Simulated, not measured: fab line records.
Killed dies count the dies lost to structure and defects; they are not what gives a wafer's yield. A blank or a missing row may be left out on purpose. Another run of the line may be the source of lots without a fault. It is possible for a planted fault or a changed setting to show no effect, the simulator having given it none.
Which tool is to blame? -- flow nandHarc -- 42 wafers from 14 lots sampled at 5 of the route's 1302 steps

## WHAT THE GAUGES SHOWED, per wafer
NHARC_THIN_TSV_CD_MEAS_12 targets a cd of 1000 nm.
lot,measured,on,cdNm (nm)
L613,day 24 09:18,cdSem-02,998.6 998.2 999.9
L614,day 24 08:13,cdSem-02,1002.0 1001.5 999.8
L618,day 25 08:11,cdSem-02,999.4 1002.2 1000.8
L617,day 25 12:38,cdSem-01,998.6 998.6 999.9
L626,day 29 05:23,cdSem-02,1002.7 1002.8 999.8
L627,day 29 13:23,cdSem-02,998.4 1000.9 999.1
L625,day 29 14:37,cdSem-01,1002.5 1000.6 1004.2
L629,day 30 09:31,cdSem-02,1001.2 1000.4 1003.5
L628,day 30 17:19,cdSem-01,999.4 1000.0 1003.6
L632,day 31 04:36,cdSem-03,1002.9 1001.2 1001.6
L631,day 31 05:47,cdSem-01,1001.8 998.2 1000.2
L635,day 33 08:52,cdSem-02,998.9 997.7 998.1
L634,day 33 22:31,cdSem-02,999.1 999.5 1000.8
L633,day 33 19:59,cdSem-03,1001.7 1000.7 1002.0

NHARC_END_SORT_01.
lot,measured,on,killedAtArray,killedAtOther,killedAtPeriphery,killedDies,killedOpen,killedShort
L618,day 26 00:31,prober-01,28 26 128,1 0 1,1 4 2,30 30 131,3 7 3,1 0 4
L617,day 26 04:28,prober-02,44 40 146,0 0 4,0 5 2,44 45 152,0 6 3,1 3 5
L627,day 30 05:19,prober-02,38 44 34,0 0 1,2 0 2,40 44 37,6 6 4,1 3 3
L628,day 31 08:24,prober-02,70 62 47,0 1 0,1 0 4,71 63 51,2 2 2,2 3 2

## EACH LOT AND THE TOOL THAT RAN IT (in order: tool; ch and the chambers of the sampled wafers; start)
lot,NHARC_A_CONTACT_STRIP_108,NHARC_THIN_TSV_DEGAS_49,NHARC_THIN_TSV_PRE_CLEAN_50
L613,"rieDiel-04 ch 2,3, day 23 01:26","pvdSputter-03, day 24 12:05","pvdSputter-03, no start"
L614,"rieDiel-01 ch 0,3, day 23 03:21","pvdSputter-03, day 24 10:59","pvdSputter-03, no start"
L618,"rieDiel-01 ch 1,2,3, day 23 23:17","pvdSputter-03, day 25 10:56","pvdSputter-03, day 26 00:31 or earlier"
L617,"rieDiel-01 ch 0,1,2, day 24 05:33","pvdSputter-03, day 25 15:24","pvdSputter-03, day 26 04:28 or earlier"
L626,"rieDiel-04 ch 0,1,2, day 27 21:44","pvdSputter-01, day 29 08:38","pvdSputter-01, no start"
L627,"rieDiel-04 ch 0,2,3, day 28 05:01","pvdSputter-02, day 29 16:20","pvdSputter-02, day 30 05:19 or earlier"
L625,"rieDiel-01 ch 2,3, day 28 08:47","pvdSputter-01, day 29 17:37","pvdSputter-01, no start"
L629,"rieDiel-08 ch 0,1,3, day 28 21:27","pvdSputter-01, day 30 12:17","pvdSputter-01, no start"
L628,"rieDiel-04 ch 0,1, day 29 07:49","pvdSputter-01, day 30 20:04","pvdSputter-01, day 31 08:24 or earlier"
L632,"rieDiel-08 ch 0,1,3, day 29 21:46","pvdSputter-03, day 31 07:22","pvdSputter-03, no start"
L631,"rieDiel-04 ch 0,3, day 29 23:47","pvdSputter-02, day 31 08:34","pvdSputter-02, no start"
L635,"rieDiel-04 ch 1,3, day 31 09:59","pvdSputter-01, day 33 11:43","pvdSputter-01, no start"
L634,"rieDiel-04 ch 0,3, day 31 20:35","pvdSputter-02, day 34 01:18","pvdSputter-02, no start"
L633,"rieDiel-04 ch 0,2,3, day 32 06:10","pvdSputter-01, day 33 22:47","pvdSputter-01, no start"
- NHARC_A_CONTACT_STRIP_108: strips in CF4/CHF3.
- NHARC_THIN_TSV_DEGAS_49: time 120 s.
- NHARC_THIN_TSV_PRE_CLEAN_50: time 30 s.

## WHAT THE TOOLS THEMSELVES READ (means of the sampled wafers that have a number; where no wafer has one, the mark that the record gives instead)
NHARC_THIN_TSV_DEGAS_49.
lot,tool,heaterPowerW (W)
L613,pvdSputter-03,487
L614,pvdSputter-03,522
L618,pvdSputter-03,484
L617,pvdSputter-03,441
L626,pvdSputter-01,436
L627,pvdSputter-02,515
L625,pvdSputter-01,452
L629,pvdSputter-01,445
L628,pvdSputter-01,445
L632,pvdSputter-03,472
L631,pvdSputter-02,500
L635,pvdSputter-01,469
L634,pvdSputter-02,497
L633,pvdSputter-01,455

NHARC_THIN_TSV_PRE_CLEAN_50.
lot,tool,heaterPowerW (W)
L613,pvdSputter-03,409
L614,pvdSputter-03,445
L618,pvdSputter-03,446
L617,pvdSputter-03,436
L626,pvdSputter-01,406
L627,pvdSputter-02,452
L625,pvdSputter-01,356
L629,pvdSputter-01,391
L628,pvdSputter-01,390
L632,pvdSputter-03,395
L631,pvdSputter-02,437
L635,pvdSputter-01,383
L634,pvdSputter-02,434
L633,pvdSputter-01,368

## THE ANSWER, worked out from the rows above alone
Rule: what is usual is taken from the lots themselves. Put in order of their means at a reading, lots are off if they are a third of the lots or fewer, leave a main group of 4 or more, and stand apart from it by a gap of 3 or more times the standard deviation of the main group's means; of several such gaps the widest counts. A main group is skipped when, at the precision printed for the reading in the tables above, its means are all equal. A lot without any number at a reading at which 4 lots or more have one is off too. Any other lot the step has rows for is counted as sound. Order of review: gauges by route order, followed by the tools' own readings, for which a lot's mean as printed above is used. At the first step where some lot is off, the reading lying furthest off is the one used; lots without a number count as furthest.
Across all readings shown, no lot is off: no conclusion can be drawn from this.

## WHAT HAD BEEN PUT IN BY THE SIMULATOR
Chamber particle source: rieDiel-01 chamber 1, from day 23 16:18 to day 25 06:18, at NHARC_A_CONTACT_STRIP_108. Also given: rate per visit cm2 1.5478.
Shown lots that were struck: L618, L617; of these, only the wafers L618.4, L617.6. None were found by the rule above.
